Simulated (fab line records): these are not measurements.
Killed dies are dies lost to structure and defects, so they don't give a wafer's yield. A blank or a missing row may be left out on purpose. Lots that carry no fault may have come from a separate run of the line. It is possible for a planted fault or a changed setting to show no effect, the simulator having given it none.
A struck lot beside a sound one | flow n5-finfet | 15 out of 1938 route steps
Sound: these wafers, L371.1, L371.3, L371.4. Struck: wafer L384.1 (L384.4, L384.5, from the same lot, were not struck and are left out); the cause is given at the end.
At each step with rows: each side's tool, then ch and its chambers, then its first start. Under that, the readings that differ: sound wafers | struck wafers | difference of the means | sigmas: that difference in standard deviations of wafers without a fault.
alike: a reading whose means differ by less than 2 such deviations, as well as words and numbers matching on both sides. not compared: withheld readings; readings where some wafer has no value; bounds like >300 that might hide an equal value; numbers whose values overlap and for which the record gives no deviation.
The two part at a step that has a row with sigmas, a row that says differs or no value, or rows on one side only. Non-overlapping numbers with no deviation appear without sigmas and do not part them. A reading that every wafer of one side lacks parts them only if that side has two wafers or more.

first, 9 steps without rows for these wafers: N5_BEOL_M3_COAT_67 (time 60 s, resist thk 60 nm); N5_BEOL_M3_COAT_68 (time 60 s, resist thk 12 nm); N5_BEOL_M3_COAT_76 (time 60 s, resist thk 5 nm); N5_BEOL_M3_COAT_22 (resist thk 30 nm); N5_BEOL_M3_EBR_24; N5_BEOL_M3_SOFTBAKE_23 (time 60 s); N5_BEOL_M3_EXPOSE_25 (exposes mask V2, defocus 5 nm); N5_BEOL_M3_PEB_26 (peb time 60 s); N5_BEOL_M3_DEVELOP_27 (develop time 30 s).
N5_BEOL_M3_CD_MEAS_28: target cd 25.7 nm, target cd y 23.3 nm.
  sound on cd-sem-03 ch 0, day 7 18:10; struck on cd-sem-03 ch 0, day 12 00:13
  alike: cd-nm
N5_BEOL_M3_OVL_MEAS_29:
  sound on overlay-02 ch 0, day 7 18:11; struck on overlay-01 ch 0, day 12 00:15
  alike: V2_OVL
N5_BEOL_M3_INSPECT_30: inspects for defects (brightfield).
  sound: defect-inspect-01 at day 7 18:15; struck: defect-inspect-01 at day 12 00:18
  alike: raw-defect-count
N5_BEOL_M3_DESCUM_33: chemistry O2, time 7 s.
  sound on rie-diel-03 ch 0,1,2, day 7 18:20; struck on rie-diel-03 ch 2, day 12 00:22
  reading                                      | sound             | struck | difference | sigmas
  oes-product-au (a.u.)                        | 0.72 0.86 0.71    | 0.95   | +0.19      | +2
  rf-hours-counter-h (h)                       | 233 37 215        | 10     | -152       |
  rf-vpp-V (V)                                 | 243.4 242.5 243.9 | 246.4  | +3.1       | +2
  showerhead-plenum-p-Torr (Torr)              | 1.98 2.05 2.16    | 2.23   | +0.17      | +2
  model.CAR-EUV_of_BEOL_M3_COAT_22.thk-nm (nm) | 26 26 26          | 25.8   | -0.2       |
  alike: drypump-motor-current-A, throttle-valve-pct
N5_BEOL_M3_ETCH_77: etches underlayer in N2/H2, target depth 6.5 nm, time 5.2 s.
  sound on rie-diel-03 ch 0,1,2, day 7 18:22; struck on rie-diel-03 ch 2, day 12 00:23
  reading                         | sound          | struck | difference | sigmas
  oes-product-au (a.u.)           | 0.60 0.71 0.62 | 0.82   | +0.18      | +2
  rf-hours-counter-h (h)          | 233 37 215     | 10     | -152       |
  showerhead-plenum-p-Torr (Torr) | 2.40 2.49 2.62 | 2.71   | +0.21      | +2
  alike: drypump-motor-current-A, etch-rf-on-time-s, rf-vpp-V, throttle-valve-pct
-- the record jumps here: 2 days lie between the struck wafers' starts before and after (it left off in module BEOL_M3 and takes up again in module BEOL_M4, whose first step shown is number 1111 of the route) --
N5_BEOL_M4_RC_MEAS_101:
  sound on prober-02 ch 0, day 9 01:06; struck on prober-01 ch 0, day 14 05:01
  reading        | sound             | struck | difference | sigmas
  IOFF_P (nA/um) | 0.264 0.254 0.266 | 0.187  | -0.074     | -3
  ION_P (uA/um)  | 470 469 471       | 456    | -14        | -2
  VT_N (mV)      | 241.0 247.6 243.1 | 249.8  | +5.9       | +2
  VT_P (mV)      | -244 -245 -243    | -254   | -10        | -3
  alike: DIBL_N, DIBL_P, IOFF_N, ION_N, SS_N, SS_P

== WHERE THEY PART ==
First at N5_BEOL_M3_DESCUM_33; last, within this record, at N5_BEOL_M4_RC_MEAS_101.

WHY: what had been put in by the simulator
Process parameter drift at N5_BEOL_M3_DESCUM_33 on rie-diel-03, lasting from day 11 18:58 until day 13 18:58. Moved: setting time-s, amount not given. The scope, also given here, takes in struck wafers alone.
